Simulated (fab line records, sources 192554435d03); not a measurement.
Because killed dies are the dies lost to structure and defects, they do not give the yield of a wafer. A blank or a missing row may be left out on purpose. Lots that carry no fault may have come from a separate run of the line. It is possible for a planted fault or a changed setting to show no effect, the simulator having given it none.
Chamber matching | flow n5-finfet | N5_GATE_CUT_CMP_43 on cmp-03 has 4 sister chambers
The step polishes SiO2. 8 wafers are shown with their chamber, then 11 later ones without.

WAFERS WITH THEIR CHAMBER
wafer  | chamber | motor-current-A (A)
L078.2 | 0       | 12.4
L083.4 | 2       | 10.9
L083.5 | 0       | 12.0
L087.6 | 3       | 15.8
L090.2 | 1       | 10.0
L090.3 | 3       | 15.6
L090.6 | 2       | 10.6
L091.1 | 1       | 9.9

WAFERS WHOSE CHAMBER IS MISSING
wafer  | motor-current-A (A)
L091.3 | 15.0
L091.6 | 11.2
L093.2 | 12.5
L093.3 | 11.7
L093.5 | 12.2
L096.2 | 11.0
L096.3 | 12.2
L096.5 | 10.0
L097.1 | 9.7
L097.2 | 12.1
L097.3 | 11.2

WHICH CHAMBER EACH WENT THROUGH
wafer  | from the rows above | in truth
L091.3 | 3                   | 3
L091.6 | 2                   | 2
L093.2 | 0                   | 0
L093.3 | 0                   | 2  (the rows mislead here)
L093.5 | 0                   | 0
L096.2 | 2                   | 2
L096.3 | 0                   | 0
L096.5 | 1                   | 1
L097.1 | 1                   | 1
L097.2 | 0                   | 0
L097.3 | 2                   | 2
Placed correctly: 10 of 11. From these rows, 0 cannot be placed. Wrongly placed: 1.
How it was worked out, from the rows above alone: a wafer's distance from a chamber is the root of the sum, over the readings, of the square of ((its reading less the chamber's mean) divided by the reading's scatter). The wafer belongs to the nearest chamber; if the next one is less than 2 further off, it can't be placed. A chamber's mean is the mean of its shown wafers. How the scatter is found: for the shown wafers, subtract from each reading the mean of its chamber, square and add these, divide the total by (wafers less chambers), then take the root.
